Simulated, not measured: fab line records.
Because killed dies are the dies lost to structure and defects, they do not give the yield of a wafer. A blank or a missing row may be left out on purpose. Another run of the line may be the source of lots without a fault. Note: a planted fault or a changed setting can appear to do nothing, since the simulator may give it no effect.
A struck lot beside a sound one -- flow n5_finfet -- 41 steps out of a route of 1938
Sound: wafers L352.1, L352.3, L352.4. Struck: wafer L350.5 (L350.1, L350.3, from the same lot, were not struck and are left out); the cause is given at the end.
For every step that has rows: the tool of each side, followed by ch and its chambers, followed by its first start. Under that, the readings that differ: sound wafers -- struck wafers -- difference of the means -- sigmas: that difference in standard deviations of wafers without a fault.
alike: same words and numbers on both sides, and readings whose means sit less than 2 such deviations apart. not compared: any withheld reading, any reading some wafer has no value for, any bound like >300 that may hide the same value, and any number with overlapping values for which the record gives no deviation.
Wherever a step has rows on one side only, a row that says differs or no value, or a row with sigmas, the two part there. Non-overlapping numbers with no deviation appear without sigmas and do not part them. A reading that every wafer of one side lacks parts them only if that side has two wafers or more.

first, 9 steps without rows for these wafers: N5_BEOL_M0_SAQP_EBR_10; N5_BEOL_M0_SAQP_SOFTBAKE_09 (time 60 s); N5_BEOL_M0_SAQP_EXPOSE_11 (exposes mask M0 CORE, target cd 42 nm); N5_BEOL_M0_SAQP_PEB_12 (peb time 60 s); N5_BEOL_M0_SAQP_DEVELOP_13 (develop time 30 s); N5_BEOL_M0_SAQP_DESCUM_19 (chemistry O2, time 7.9 s); N5_BEOL_M0_SAQP_ETCH_83 (etches SiARC in CF4, target depth 39 nm, time 65 s); N5_BEOL_M0_SAQP_ETCH_84 (etches SOC in N2/H2, target depth 100 nm, overetch 20 nm, time 150 s); N5_BEOL_M0_SAQP_STRIP_80 (strips in N2/H2).
N5_BEOL_M0_SAQP_HM_OPEN_112: chemistry CHF3/O2, target SiO2, stops on a-Si, target depth 12 nm, time 13.5 s.
  sound on rie_diel-06 ch 0,3, day 10 17:34; struck on rie_diel-02 ch 2, day 10 06:16
  alike: bias_w, drypump_motor_current_A, oes_product_au, rf_vpp_V, showerhead_plenum_p_Torr, throttle_valve_pct
  not compared: rf_hours_counter_h
then, 27 steps without rows for these wafers: N5_BEOL_M0_SAQP_STRIP_113 (strips in CHF3/O2); N5_BEOL_M0_SAQP_MANDREL_ETCH_20 (etches a-Si in HBr/Cl2, stops on SiNx, target depth 60 nm, bt time 10 s, time 30 s); N5_BEOL_M0_SAQP_STRIP_86 (strips in N2/H2); N5_BEOL_M0_SAQP_STRIP_115 (strips in post etch residue remover, time 60 s); N5_BEOL_M0_SAQP_SRD_93 (time 30 s); N5_BEOL_M0_SAQP_RECESS_114 (chemistry HF/NH3, target SiO2, target depth 14.4 nm, afs cycles 3, sublimation time 60 s); N5_BEOL_M0_SAQP_SPACER1_ALD_98 (deposits SiO2, target thk 12.8 nm, pulse time 1 s, purge time 2 s); N5_BEOL_M0_SAQP_SPACER1_ETCHBACK_99 (etches SiO2 in CHF3/O2, target depth 15.4 nm, time 7.7 s); N5_BEOL_M0_SAQP_MANDREL1_REMOVE_100 (chemistry HBr/Cl2/O2, target a-Si, stops on SiNx, bt time 10 s); N5_BEOL_M0_SAQP_ETCH_101 (etches SiNx in CH3F/O2, target depth 29.9 nm, time 42.7 s); N5_BEOL_M0_SAQP_ETCH_102 (etches SiO2 in CF4, target depth 4 nm, time 4.4 s); N5_BEOL_M0_SAQP_MANDREL_ETCH_103 (etches a-Si in HBr/Cl2, stops on SiCN, target depth 45 nm, bt time 10 s, time 27 s); N5_BEOL_M0_SAQP_RECESS_104 (chemistry HF/NH3, target SiO2, target depth 18 nm, afs cycles 3, sublimation time 60 s); N5_BEOL_M0_SAQP_COAT_105 (time 60 s, resist thk 100 nm); N5_BEOL_M0_SAQP_ETCH_106 (etches SOC in N2/H2, stops on SiNx, target depth 150 nm); N5_BEOL_M0_SAQP_ETCH_107 (etches SiNx in CH3F/O2, target depth 30 nm); N5_BEOL_M0_SAQP_STRIP_108 (strips in N2/H2); N5_BEOL_M0_SAQP_RECESS_109 (chemistry HF/NH3, target SiO2, target depth 3 nm, afs cycles 1, sublimation time 60 s); N5_BEOL_M0_SAQP_SPACER2_ALD_26 (deposits SiO2, target thk 15 nm, pulse time 1 s, purge time 2 s); N5_BEOL_M0_SAQP_SPACER2_ETCHBACK_27 (etches SiO2 in CHF3/O2, target depth 22.5 nm, time 11.25 s); N5_BEOL_M0_SAQP_MANDREL2_REMOVE_110 (chemistry HBr/Cl2/O2, target a-Si, stops on SiCN, bt time 10 s); N5_BEOL_M0_SAQP_COAT_69 (time 60 s, resist thk 90 nm); N5_BEOL_M0_SAQP_COAT_72 (time 60 s, resist thk 15 nm); N5_BEOL_M0_SAQP_COAT_87 (time 60 s, resist thk 5 nm); N5_BEOL_M0_SAQP_COAT_34 (resist thk 30 nm); N5_BEOL_M0_SAQP_EBR_36; N5_BEOL_M0_SAQP_SOFTBAKE_35 (time 60 s).
N5_BEOL_M0_SAQP_INSPECT_42: inspects for defects (brightfield).
  sound on defect_inspect-02, day 10 21:14; struck on defect_inspect-01, day 10 10:09
reading,sound,struck,difference,sigmas
raw_defect_count,313 476 469,711,+292,+3
N5_BEOL_M0_CUTY_INSPECT_59: inspects for defects (macro).
  sound on defect_inspect-02, day 10 22:54; struck on defect_inspect-02, day 10 11:34
reading,sound,struck,difference,sigmas
raw_defect_count,2 0 3,>300,differs,
-- a jump in the record: the struck wafers' starts before and after are 5 days apart (it breaks off in module BEOL_M0_CUTY and resumes in module BEOL_M4, where the first step shown is number 1111 of the route) --
N5_BEOL_M4_RC_MEAS_101:
  sound on prober-02 ch 0, day 15 06:32; struck on prober-01 ch 0, day 15 03:50
  alike: DIBL_N, DIBL_P, IOFF_N, IOFF_P, ION_N, ION_P, SS_N, SS_P, VT_N, VT_P
-- a jump in the record: the struck wafers' starts before and after are 5 days apart (it breaks off in module BEOL_M4 and resumes in module PASSIVATION, where the first step shown is number 1936 of the route) --
N5_PASSIVATION_PROBE_49:
  sound on prober-02, day 20 05:56; struck on prober-01, day 20 03:18
reading,sound,struck,difference,sigmas
defect_limited_yield (%),90.8 94.5 93.6,81.9,-11.1,-8
killed_at_M0_to_M3,44 29 26,143,+110,+10
killed_dies,109 65 76,213,+130,+8
sort_bin_5_function (%),4.9 3.4 3.5,12.0,+8.1,+9
sort_bin_6_memory (%),3.9 1.9 2.6,4.2,+1.4,+2
sort_n_pass,1071 1115 1104,967,-130,-8
sort_yield_pct (%),90.8 94.5 93.6,81.9,-11.1,-8
  alike: killed_at_M4_up, killed_at_contacts, killed_at_front_end, killed_at_other, killed_open, killed_short, sort_bin_4_leakage

WHERE THEY PART
Earliest at N5_BEOL_M0_SAQP_INSPECT_42; latest, in this record, at N5_PASSIVATION_PROBE_49.

WHY: what had been put in by the simulator
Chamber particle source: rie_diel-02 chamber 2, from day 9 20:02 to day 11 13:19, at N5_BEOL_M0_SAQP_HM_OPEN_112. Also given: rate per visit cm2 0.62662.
